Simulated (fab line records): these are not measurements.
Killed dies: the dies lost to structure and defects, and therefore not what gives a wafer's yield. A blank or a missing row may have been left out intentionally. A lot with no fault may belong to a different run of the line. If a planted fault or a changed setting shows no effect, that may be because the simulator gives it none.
Struck lot and sound lot, side by side || flow n5 finfet || 41 out of 1938 route steps
Sound: the wafers L666.1, L666.2, L666.6. Struck: wafers L662.4, L662.6. (L662.2 of the same lot was not struck and is left out.) The cause comes at the end.
Per side, at each step with rows, come the tool, then ch with its chambers, and then its first start. Under that, the readings that differ: sound wafers || struck wafers || difference of the means || sigmas: that difference in standard deviations of wafers without a fault.
alike: readings with means less than 2 such deviations apart, plus words and numbers identical on both sides. not compared: withheld readings, readings lacking a value on some wafer, bounds such as >300 that could conceal the same value, and numbers that have no deviation in the record and whose values overlap.
A row with sigmas, a row that says differs or no value, or rows on one side alone: a step with any of these is where the two part. When numbers do not overlap yet have no deviation, they are printed without sigmas and do not part them. A reading that every wafer of one side lacks parts them only if that side has two wafers or more.

first, 11 steps without rows for these wafers: N5_MOL_CONTACT_COAG_ETCH_59 (etches underlayer in N2/H2, target depth 13 nm, time 10.4 s); N5_MOL_CONTACT_COAG_ETCH_105 (etches SiARC in CF4, target depth 15.6 nm, time 26 s); N5_MOL_CONTACT_COAG_ETCH_106 (etches SOC in N2/H2, target depth 80 nm, overetch 16 nm, time 120 s); N5_MOL_CONTACT_COAG_STRIP_107 (strips in N2/H2); N5_MOL_CONTACT_COAG_STRIP_108 (strips in N2/H2); N5_MOL_CONTACT_COAG_CONTACT_ETCH_14 (etches SiO2 in C4F6/O2, target depth 27.5 nm, overetch 8.5 nm, time 20 s); N5_MOL_CONTACT_COAG_STRIP_109 (strips in C4F6/O2); N5_MOL_CONTACT_COAG_ETCH_15 (etches SiNx in CH3F/O2, stops on Si:P, target depth 7 nm); N5_MOL_CONTACT_COAG_ETCH_110 (etches Si in CF4/O2, target depth 2.5 nm, time 8 s); N5_MOL_CONTACT_COAG_STRIP_98 (strips in N2/H2); N5_MOL_CONTACT_COAG_IMPLANT_129.
N5_MOL_CONTACT_COAG_PRECLEAN_111: cleans in NF3:NH3, afs cycles 1, time 20 s, sublimation time 60 s.
  sound on remote plasma-02 ch 0, day 8 23:58; struck on remote plasma-01 ch 0, day 8 04:13
{"reading": "time s (s)", "sound": "20 20 20", "struck": "14.91 14.91", "difference": -5.09, "sigmas": ""}
  alike: rf power w
then, 16 steps without rows for these wafers: N5_MOL_CONTACT_COAG_TI_SIL_19 (material Ti, target thk 4.2 nm, time 15 s); N5_MOL_CONTACT_COAG_ALD_20 (deposits TiN, target thk 1.5 nm, pulse time 1 s, purge time 3 s); N5_MOL_CONTACT_COAG_SIL_ANNEAL_21 (time 60 s); N5_MOL_CONTACT_COAG_PRE_CLEAN_141 (time 60 s); N5_MOL_CONTACT_COAG_SPUTTER_143 (material Co, target thk 2.5 nm); N5_MOL_CONTACT_COAG_CO_FILL_22 (material Co, precursor CCTBA/H2, target thk 20 nm); N5_MOL_CONTACT_COAG_ANNEAL_113 (time 300 s); N5_MOL_CONTACT_COAG_PRE_CLEAN_142 (time 60 s); N5_MOL_CONTACT_COAG_SPUTTER_130 (material Co, target thk 47.5 nm); N5_MOL_CONTACT_COAG_PRECLEAN_125 (cleans in DIW, time 57.5 s); N5_MOL_CONTACT_COAG_SRD_126 (dry time 32 s); N5_MOL_CONTACT_COAG_CMP_23 (polishes, stops on SiO2, t overpolish 1.5 s, target thk 0 nm); N5_MOL_CONTACT_COAG_WET_ETCH_26 (target Co, target depth 13 nm); N5_MOL_CONTACT_COAG_WET_ETCH_116 (etches the open film in SC1-inhibited, target depth 4.6 nm, rinse time 30 s); N5_MOL_CONTACT_COAG_ALD_27 (deposits SiOC, target thk 17 nm, pulse time 1.5 s, time 2720 s); N5_MOL_CONTACT_COAG_CMP_28 (polishes, stops on SiNx, t overpolish 0.85 s, target thk 14.522 nm).
N5_MOL_CONTACT_COAG_THK_MEAS_29:
  sound: film metro-02 at day 9 07:44; struck: film metro-01 at day 8 14:52
{"reading": "MD_CAP_THK (nm)", "sound": "17.93 17.81 17.80", "struck": "18.10 18.10", "difference": "+0.25", "sigmas": "+3"}
then, 10 steps without rows for these wafers: N5_MOL_CONTACT_COAG_ALD_123 (deposits SiNx, target thk 5 nm, pulse time 1 s, purge time 2 s); N5_MOL_CONTACT_COAG_PECVD_31 (deposits SiO2 from TEOS/O2, target thk 46 nm, time 8.9 s); N5_MOL_CONTACT_COAG_COAT_75 (time 60 s, resist thk 60 nm); N5_MOL_CONTACT_COAG_COAT_76 (time 60 s, resist thk 10 nm); N5_MOL_CONTACT_COAG_COAT_77 (time 60 s, resist thk 10 nm); N5_MOL_CONTACT_COAG_COAT_78 (resist thk 40 nm); N5_MOL_CONTACT_COAG_EBR_80; N5_MOL_CONTACT_COAG_SOFTBAKE_79 (time 60 s); N5_MOL_CONTACT_COAG_EXPOSE_81 (exposes mask VG, defocus 0 nm); N5_MOL_CONTACT_COAG_PEB_82 (peb time 60 s).
N5_MOL_CONTACT_COAG_ETCH_47: etches SiNx in CH3F/O2, stops on W, target depth 27 nm.
  sound on rie diel-03 ch 0,2, day 9 09:23; struck on rie diel-03 ch 2,3, day 8 18:13
{"reading": "model.etch.depth nm (nm)", "sound": "17.93 17.83 17.83", "struck": "18.05 18.1", "difference": "+0.21", "sigmas": ""}
  alike: bias w, chamber pressure mTorr, drypump motor current A, etch rf on time s, mfc ar sccm, oes_ar_750_au, oes product au, rf fwd power W, rf vpp V, showerhead plenum p Torr, throttle valve pct
  not compared: rf hours counter h
-- here the record skips 3 days between the struck wafers' starts before and after, leaving off in module MOL_CONTACT_COAG and picking up in module BEOL_M4 (first step shown: number 1111 of the route) --
N5_BEOL_M4_RC_MEAS_101:
  sound on prober-02 ch 0, day 11 21:37; struck on prober-01 ch 0, day 11 13:15
  alike: DIBL_N, DIBL_P, IOFF_N, IOFF_P, ION_N, ION_P, SS_N, SS_P, VT_N, VT_P

## WHERE THEY PART
Only at N5_MOL_CONTACT_COAG_THK_MEAS_29, within this record. Later steps at which nothing parts them and some readings are alike: N5_MOL_CONTACT_COAG_ETCH_47, N5_BEOL_M4_RC_MEAS_101.

WHY: what the simulator had put in
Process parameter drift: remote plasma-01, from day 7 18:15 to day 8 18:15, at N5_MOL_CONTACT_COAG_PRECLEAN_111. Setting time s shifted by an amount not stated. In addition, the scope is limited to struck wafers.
